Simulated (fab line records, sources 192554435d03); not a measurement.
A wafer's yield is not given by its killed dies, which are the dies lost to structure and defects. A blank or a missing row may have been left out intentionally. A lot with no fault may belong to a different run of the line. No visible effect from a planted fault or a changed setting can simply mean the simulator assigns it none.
fab line records -- flow n5_finfet
record: lots: 6, wafers: 18, last_day: 18
route steps=1938 shown BEOL_M5@1118 PASSIVATION@1936
lots that met no fault: from a run of the same line without faults
start_h: the number of hours between the record's first day and the start of the first shown wafer of the lot -- wait_h: hours from the lot's prior step to this one -- " the same as in the row above -- L1.1+2: one row covering several wafers at once -- - either no value or no given start -- * or withheld: withheld -- < > ~ a bound
route shown NAME@n: names a module that has steps shown in the file, with the first one's number in the route -- usual: mean and standard deviation over wafers with no fault -- same: alike in all rows -- chamber/n: place in a boat -- sites: per-site readings -- _std_site: standard deviation across them -- _edge_site: inner sites' mean taken away from outer sites' mean -- radius_mm: how far each site lies from the wafer's centre -- mask NAME#n: copy n -- behind: the tool/chamber that last shaped the wafer -- hold: cause of the lot's hold/its duration in hours/its outcome -- device: whichever transistor did not switch (one of n, p or np) -- end of line: the route-end tests of the same wafers -- where a step has no rows: the recipe by itself -- killed: at the first sort, the dies lost to defects and structure; wafer yield is something else -- map: a wafer's dies, marking killed ones x, the rest . and places with no die _
set.NAME: the setting the step ran with; set.NAME@STEP: the setting that earlier step ran with -- model.NAME: the simulator's own value behind a step, which no gauge read
lots seen at some steps along the route; tables by step, rows by wafer
services: when a tool's chamber went out of use (start_h, in hours from the record's first day, below 0 if earlier), for how many hours, and the reason
== steps ==
step: N5_BEOL_M5_COAT_60
recipe: resist: SiARC, temp_c: 220, time_s: 60, spin_rpm: 1500, resist_thk_nm: 12
step: N5_BEOL_M5_COAT_71
recipe: resist: underlayer, temp_c: 205, time_s: 60, spin_rpm: 1500, resist_thk_nm: 5
step: N5_BEOL_M5_COAT_05
recipe: resist: CAR-EUV, spin_rpm: 1500, resist_thk_nm: 30
step: N5_BEOL_M5_EBR_07
recipe: solvent: PGMEA, ebr_width_mm: 1.5
step: N5_BEOL_M5_SOFTBAKE_06
recipe: temp_c: 110, time_s: 60, resist: CAR-EUV
step: N5_BEOL_M5_EXPOSE_08
recipe: mask_id: M5, na: 0.33, source_shape: annular, sigma_inner: 0.4, sigma_outer: 0.8, polarization: unpolarized, target_cd_nm: 28, dose_mj: 35.75
step: N5_BEOL_M5_PEB_09
recipe: peb_temp_c: 100, peb_time_s: 60, resist: CAR-EUV
step: N5_BEOL_M5_DEVELOP_10
recipe: develop_time_s: 30, developer: TMAH, resist: CAR-EUV, rinse_liquid: surfactant_rinse, dry: air_spin, dev_temp_c: 23
step: N5_BEOL_M5_CD_MEAS_11
recipe: target_cd_nm: 27.74, landing_energy_ev: 500, detector: se_inlens
usual: cd_nm: 27.92/0.28
lot.wafer,tool,chamber,start_h,wait_h,cd_nm
L766.1,cd_sem-02,0,173.11,-,28.26
L766.3,cd_sem-02,0,173.11,-,28.37
L766.4,cd_sem-02,0,173.11,-,27.47
L773.1,cd_sem-01,0,213.39,-,27.86
L773.4,cd_sem-01,0,213.39,-,27.98
L773.5,cd_sem-01,0,213.39,-,27.94
L780.2,cd_sem-02,0,280.53,-,27.31
L780.3,cd_sem-02,0,280.53,-,27.80
L780.6,cd_sem-02,0,280.53,-,28.05
L783.1,cd_sem-01,0,283.55,-,27.64
L783.5,cd_sem-01,0,283.55,-,28.09
L783.6,cd_sem-01,0,283.55,-,28.17
L784.2,cd_sem-02,0,290.23,-,27.71
L784.4,cd_sem-02,0,290.23,-,28.07
L784.5,cd_sem-02,0,290.23,-,27.78
L787.2,cd_sem-02,0,317.86,-,27.65
L787.4,cd_sem-02,0,317.86,-,28.07
L787.6,cd_sem-02,0,317.86,-,27.63
step: N5_BEOL_M5_OVL_MEAS_12
recipe: points_per_wafer: 522
usual: M5_OVL: -0.8/0.77
same: points_per_wafer: 522
lot.wafer,tool,chamber,start_h,wait_h,M5_OVL[nm]
L766.1,overlay-02,0,173.14,0.0,-0.7
L766.3,overlay-02,0,173.14,0.0,-0.7
L766.4,overlay-02,0,173.14,0.0,-0.4
L773.1,overlay-01,0,213.42,0.0,-1.9
L773.4,overlay-01,0,213.42,0.0,-0.6
L773.5,overlay-01,0,213.42,0.0,-1.7
L780.2,overlay-02,0,280.56,0.0,-1.9
L780.3,overlay-02,0,280.56,0.0,-0.4
L780.6,overlay-02,0,280.56,0.0,-0.8
L783.1,overlay-01,0,283.58,0.0,-1.6
L783.5,overlay-01,0,283.58,0.0,-1.9
L783.6,overlay-01,0,283.58,0.0,-2.0
L784.2,overlay-02,0,290.26,0.0,0.0
L784.4,overlay-02,0,290.26,0.0,-0.4
L784.5,overlay-02,0,290.26,0.0,-0.9
L787.2,overlay-02,0,317.90,0.0,-0.5
L787.4,overlay-02,0,317.90,0.0,-0.3
L787.6,overlay-02,0,317.90,0.0,0.0
step: N5_BEOL_M5_INSPECT_13
recipe: mode: adi, inspect_instrument: brightfield
usual: raw_defect_count: 407/90
lot.wafer,tool,chamber,start_h,wait_h,raw_defect_count
L766.1,defect_inspect-01,-,173.20,0.1,493
L766.3,defect_inspect-01,-,173.20,0.1,430
L766.4,defect_inspect-01,-,173.20,0.1,549
L773.1,defect_inspect-01,-,213.48,0.1,456
L773.4,defect_inspect-01,-,213.48,0.1,596
L773.5,defect_inspect-01,-,213.48,0.1,453
L780.2,defect_inspect-02,-,280.61,0.0,416
L780.3,defect_inspect-02,-,280.61,0.0,380
L780.6,defect_inspect-02,-,280.61,0.0,341
L783.1,defect_inspect-02,-,283.64,0.1,386
L783.5,defect_inspect-02,-,283.64,0.1,332
L783.6,defect_inspect-02,-,283.64,0.1,363
L784.2,defect_inspect-01,-,290.31,0.0,415
L784.4,defect_inspect-01,-,290.31,0.0,477
L784.5,defect_inspect-01,-,290.31,0.0,348
L787.2,defect_inspect-02,-,317.95,0.0,436
L787.4,defect_inspect-02,-,317.95,0.0,447
L787.6,defect_inspect-02,-,317.95,0.0,448
step: N5_BEOL_M5_DESCUM_16
recipe: chemistry: O2, time_s: 7, source_power_w: 50, bias_power_w: 20, pressure_mtorr: 20, rf_frequency_hz: 2.712e+07, temp_c: 40, resist: CAR-EUV, o2_flow_sccm: 225
usual: chamber_pressure_mTorr: 20.000/0.017, drypump_motor_current_A: 5.9/0.44, oes_product_au: 0.77/0.078, rf_vpp_V: 243.4/1.6, showerhead_plenum_p_Torr: 2.11/0.086, throttle_valve_pct: 20.43/0.21
lot.wafer,tool,chamber,start_h,wait_h,chamber_pressure_mTorr,drypump_motor_current_A,oes_product_au,rf_hours_counter_h,rf_vpp_V,showerhead_plenum_p_Torr,throttle_valve_pct
L766.1,rie_diel-06,1,173.23,0.0,20.006,5.8,0.86,38,244.1,2.13,20.28
L766.3,rie_diel-06,0,173.23,0.0,20.016,4.9,0.69,247,241.2,1.99,21.07
L766.4,rie_diel-06,3,173.23,0.0,20.036,6.3,0.81,85,243.5,2.11,20.43
L773.1,rie_diel-05,3,214.04,0.6,19.969,5.8,0.71,196,244.2,2.17,20.58
L773.4,rie_diel-05,1,214.04,0.6,19.968,6.1,0.70,228,241.4,1.97,20.04
L773.5,rie_diel-05,0,214.04,0.6,19.979,5.5,0.75,-,242.4,2.01,20.65
L780.2,rie_diel-06,1,281.01,0.4,20.021,5.9,0.81,78,242.7,2.11,20.36
L780.3,rie_diel-06,0,281.01,0.4,20.018,4.9,0.94,9,245.6,2.25,20.69
L780.6,rie_diel-06,0,281.01,0.4,20.004,4.9,0.95,-,245.2,2.25,20.67
L783.1,rie_diel-06,3,283.67,0.0,19.964,6.3,0.77,120,242.4,2.10,20.47
L783.5,rie_diel-06,1,283.67,0.0,19.990,5.8,0.81,-,244.0,2.11,20.34
L783.6,rie_diel-06,0,283.67,0.0,19.979,4.9,0.97,-,242.7,2.25,20.69
L784.2,rie_diel-01,0,290.35,0.0,19.984,5.4,0.79,104,244.3,2.21,20.62
L784.4,rie_diel-01,1,290.35,0.0,20.006,6.3,0.76,185,244.5,2.19,20.14
L784.5,rie_diel-01,2,290.35,0.0,19.967,6.4,0.71,-,243.2,1.98,20.26
L787.2,rie_diel-01,1,317.99,0.0,20.009,6.3,0.75,194,246.0,2.18,20.15
L787.4,rie_diel-01,2,317.99,0.0,19.986,6.3,0.70,214,241.1,1.98,20.28
L787.6,rie_diel-01,1,317.99,0.0,20.017,6.3,0.75,-,242.8,2.18,20.16
step: N5_BEOL_M5_ETCH_72
recipe: chemistry: N2/H2, target: underlayer, target_depth_a: 65, mask_material: CAR-EUV, time_s: 5.2, ion_energy_ev: 200, pressure_mtorr: 30, source_w: 840, bias_w: 150, n2_flow_sccm: 200, h2_flow_sccm: 200, ends: cleared
usual: bias_w: 150.0/0.47, chamber_pressure_mTorr: 30.01/0.042, drypump_motor_current_A: 5.9/0.44, etch_rf_on_time_s: 5.24/0.12, oes_product_au: 0.65/0.064, rf_vpp_V: 524.6/2.9, showerhead_plenum_p_Torr: 2.57/0.096, throttle_valve_pct: 17.83/0.21
lot.wafer,tool,chamber,start_h,wait_h,bias_w,chamber_pressure_mTorr,drypump_motor_current_A,etch_rf_on_time_s,oes_product_au,rf_hours_counter_h,rf_vpp_V,showerhead_plenum_p_Torr,throttle_valve_pct
L766.1,rie_diel-06,1,173.26,0.0,150.0,30.00,5.9,5.08,0.74,38,524.9,2.60,17.79
L766.3,rie_diel-06,0,173.26,0.0,149.2,30.01,5.0,5.47,0.58,247,519.2,2.38,18.30
L766.4,rie_diel-06,3,173.26,0.0,149.1,30.08,6.3,5.28,0.68,85,525.2,2.58,18.00
L773.1,rie_diel-05,3,214.08,0.0,150.3,29.99,5.8,5.35,0.61,196,525.5,2.64,18.04
L773.4,rie_diel-05,1,214.08,0.0,150.1,30.01,6.1,5.28,0.59,228,520.4,2.41,17.54
L773.5,rie_diel-05,0,214.08,0.0,150.3,30.03,5.6,5.24,0.64,-,522.5,2.44,18.10
L780.2,rie_diel-06,1,281.05,0.0,150.7,29.99,5.8,6.31,0.62,78,525.2,2.58,17.85
L780.3,rie_diel-06,0,281.05,0.0,150.2,30.04,4.9,5.24,0.79,9,527.5,2.69,17.87
L780.6,rie_diel-06,0,281.05,0.0,150.8,30.00,5.0,6.33,0.72,-,529.0,2.69,17.84
L783.1,rie_diel-06,3,283.70,0.0,150.6,30.03,6.3,5.29,0.65,120,525.4,2.57,18.06
L783.5,rie_diel-06,1,283.70,0.0,149.9,29.93,5.8,5.15,0.69,-,524.4,2.58,17.85
L783.6,rie_diel-06,0,283.70,0.0,149.6,30.00,4.9,6.26,0.72,-,527.9,2.69,17.87
L784.2,rie_diel-01,0,290.38,0.0,149.8,29.98,5.5,5.21,0.67,104,527.8,2.68,17.91
L784.4,rie_diel-01,1,290.38,0.0,150.2,29.97,6.3,5.05,0.65,185,527.0,2.63,17.44
L784.5,rie_diel-01,2,290.38,0.0,149.4,30.00,6.4,5.32,0.60,-,520.5,2.42,17.78
L787.2,rie_diel-01,1,318.02,0.0,150.2,30.07,6.3,5.00,0.65,194,527.1,2.63,17.42
L787.4,rie_diel-01,2,318.02,0.0,149.8,29.99,6.4,5.24,0.61,215,517.9,2.42,17.76
L787.6,rie_diel-01,1,318.02,0.0,149.7,30.04,6.3,5.02,0.64,-,524.5,2.63,17.42
step: N5_BEOL_M5_ETCH_61
recipe: chemistry: CF4, target: SiARC, target_depth_a: 156, mask_material: CAR-EUV, time_s: 26, ion_energy_ev: 80, pressure_mtorr: 40, source_w: 545, bias_w: 36, Ar_flow_sccm: 100, cf4_flow_sccm: 100, ends: cleared
usual: bias_w: 35.99/0.093, chamber_pressure_mTorr: 40.00/0.038, drypump_motor_current_A: 5.9/0.44, etch_rf_on_time_s: 26.2/0.53, oes_product_au: 0.65/0.064, rf_vpp_V: 184.4/1.1, showerhead_plenum_p_Torr: 2.16/0.078, throttle_valve_pct: 15.62/0.19
lot.wafer,tool,chamber,start_h,wait_h,bias_w,chamber_pressure_mTorr,drypump_motor_current_A,etch_rf_on_time_s,oes_product_au,rf_hours_counter_h,rf_vpp_V,showerhead_plenum_p_Torr,throttle_valve_pct
L766.1,rie_diel-06,1,173.28,0.0,36.04,40.01,5.9,25.8,0.74,38,185.8,2.19,15.53
L766.3,rie_diel-06,0,173.28,0.0,35.95,40.00,4.9,27.6,0.58,247,182.9,2.03,16.21
L766.4,rie_diel-06,3,173.28,0.0,35.98,39.95,6.3,25.8,0.68,85,184.0,2.18,15.64
L773.1,rie_diel-05,3,214.09,0.0,36.16,40.01,5.8,26.7,0.61,196,186.1,2.23,15.85
L773.4,rie_diel-05,1,214.09,0.0,36.00,40.04,6.1,26.2,0.60,228,182.8,2.04,15.48
L773.5,rie_diel-05,0,214.09,0.0,35.94,39.96,5.5,26.1,0.63,-,183.3,2.06,15.85
L780.2,rie_diel-06,1,281.06,0.0,35.84,40.08,5.8,25.4,0.70,78,185.3,2.18,15.61
L780.3,rie_diel-06,0,281.06,0.0,35.95,39.99,4.9,26.0,0.81,9,186.0,2.28,15.72
L780.6,rie_diel-06,0,281.06,0.0,36.04,40.03,4.9,25.9,0.80,-,186.3,2.28,15.72
L783.1,rie_diel-06,3,283.72,0.0,36.06,40.02,6.3,26.2,0.65,120,184.2,2.17,15.70
L783.5,rie_diel-06,1,283.72,0.0,36.09,39.98,5.8,25.8,0.70,-,183.2,2.18,15.62
L783.6,rie_diel-06,0,283.72,0.0,35.99,40.05,5.0,26.0,0.79,-,185.0,2.28,15.70
L784.2,rie_diel-01,0,290.40,0.0,35.97,40.01,5.5,26.0,0.67,104,184.6,2.26,15.75
L784.4,rie_diel-01,1,290.40,0.0,35.94,39.96,6.3,25.4,0.65,185,184.9,2.21,15.28
L784.5,rie_diel-01,2,290.40,0.0,35.97,40.02,6.4,26.5,0.61,-,183.2,2.04,15.57
L787.2,rie_diel-01,1,318.04,0.0,36.11,40.00,6.3,25.3,0.64,194,185.5,2.21,15.29
L787.4,rie_diel-01,2,318.04,0.0,35.96,39.99,6.4,26.2,0.60,215,184.1,2.04,15.57
L787.6,rie_diel-01,1,318.04,0.0,36.05,39.98,6.3,25.3,0.64,-,185.4,2.21,15.29
step: N5_PASSIVATION_PROBE_49
usual: defect_limited_yield: 90.9/1.4, killed_at_M0_to_M3: 37/12, killed_at_M4_up: 14/5.3, killed_at_contacts: 12/6.2, killed_at_front_end: 41/11, killed_at_other: 3.7/2.9, killed_dies: 107/17, killed_open: 71/12, killed_short: 34/7.9, sort_bin_5_function: 5.3/0.95, sort_bin_6_memory: 3.4/0.7, sort_n_pass: 1073/17, sort_yield_pct: 90.9/1.5
same: gross_dies: 1180, killed_at_back_side: 0, sort_bin_4_leakage[%]: 0, sort_bin_8_speed[%]: 0
lot.wafer,tool,chamber,start_h,wait_h,defect_limited_yield[%],killed_at_M0_to_M3,killed_at_M4_up,killed_at_contacts,killed_at_front_end,killed_at_other,killed_dies,killed_open,killed_short,sort_bin_5_function[%],sort_bin_6_memory[%],sort_n_pass,sort_yield_pct[%]
L766.1,prober-02,-,277.55,0.0,91.5,46,10,8,34,2,100,76,22,4.9,3.3,1080,91.5
L766.3,prober-02,-,277.65,0.1,93.1,34,7,12,27,2,82,56,21,3.6,3.2,1098,93.1
L766.4,prober-02,-,277.70,0.2,92.5,45,13,8,20,2,88,49,35,4.7,2.5,1092,92.5
killed by level:class
L766.1 STI_FIN_REVEAL:geometric_particle:open=14 BEOL_M0_SAQP:geometric_particle:open=11 BEOL_M3:geometric_particle:open=8 BEOL_M0_SAQP:geometric_particle:short=7 BEOL_M2:geometric_particle:open=7 FIN_SAQP:geometric_particle:open=6 BEOL_M1:geometric_particle:open=6 MOL_CONTACT_COAG:geometric_particle:open=6
L766.3 MOL_CONTACT_COAG:geometric_particle:open=9 STI_FIN_REVEAL:geometric_particle:open=7 BEOL_M0_SAQP:geometric_particle:short=7 FIN_SAQP:geometric_particle:open=6 BEOL_M2:geometric_particle:open=6 BEOL_M3:geometric_particle:open=6 BEOL_M0_SAQP:geometric_particle:open=5 BEOL_M1:geometric_particle:open=5
L766.4 BEOL_M0_SAQP:geometric_particle:short=11 BEOL_M0_SAQP:geometric_particle:open=11 BEOL_M1:geometric_particle:open=10 MOL_CONTACT_COAG:geometric_particle:open=5 FIN_SAQP:geometric_particle:open=4 FIN_SAQP:geometric_particle:short=4 MOL_CONTACT_COAG:geometric_particle:short=3 BEOL_M2:geometric_particle:open=3
== services ==
tool,chamber,start_h,hours,kind
rie_diel-05,0,157.45,2.8,repair
rie_diel-06,2,201.30,23.7,repair
rie_diel-06,3,202.27,7.3,repair
rie_diel-01,-,211.73,3.2,repair
rie_diel-05,2,220.81,-,clean
rie_diel-05,2,220.81,-,consumable_replace:focus_ring
rie_diel-05,2,220.81,17.9,scheduled_down
rie_diel-05,2,220.81,17.9,vent_cycle
rie_diel-06,0,226.90,-,clean
rie_diel-06,0,226.90,-,consumable_replace:focus_ring
rie_diel-06,0,226.90,-,consumable_replace:showerhead
rie_diel-06,0,226.90,20.7,scheduled_down
rie_diel-06,0,226.90,20.7,vent_cycle
rie_diel-01,-,243.61,0.2,repair
rie_diel-06,0,271.64,2.8,repair
rie_diel-05,1,280.56,-,clean
rie_diel-05,1,280.56,-,consumable_replace:focus_ring
rie_diel-05,1,280.56,-,consumable_replace:showerhead
rie_diel-05,1,280.56,29.9,scheduled_down
rie_diel-05,1,280.56,29.9,vent_cycle
rie_diel-05,2,296.80,2.9,repair
rie_diel-06,3,316.56,4.0,repair
== key ==
first_sign: step: N5_BEOL_M5_ETCH_72, reading: etch_rf_on_time_s, direction: up, sigmas: 9.1, usual: *, struck: *
effect none on later readings
met_at N5_BEOL_M5_ETCH_72
struck_wafers L780.2,L780.6,L783.6
onset_between 173.26 281.05
fault: kind: process_parameter_drift, tool: rie_diel-06, chamber: -, onset_h: 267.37, steps: N5_BEOL_M5_ETCH_72, channel: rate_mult, offset: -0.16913, shape: step, end_h: 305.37, scope: struck_wafers_only
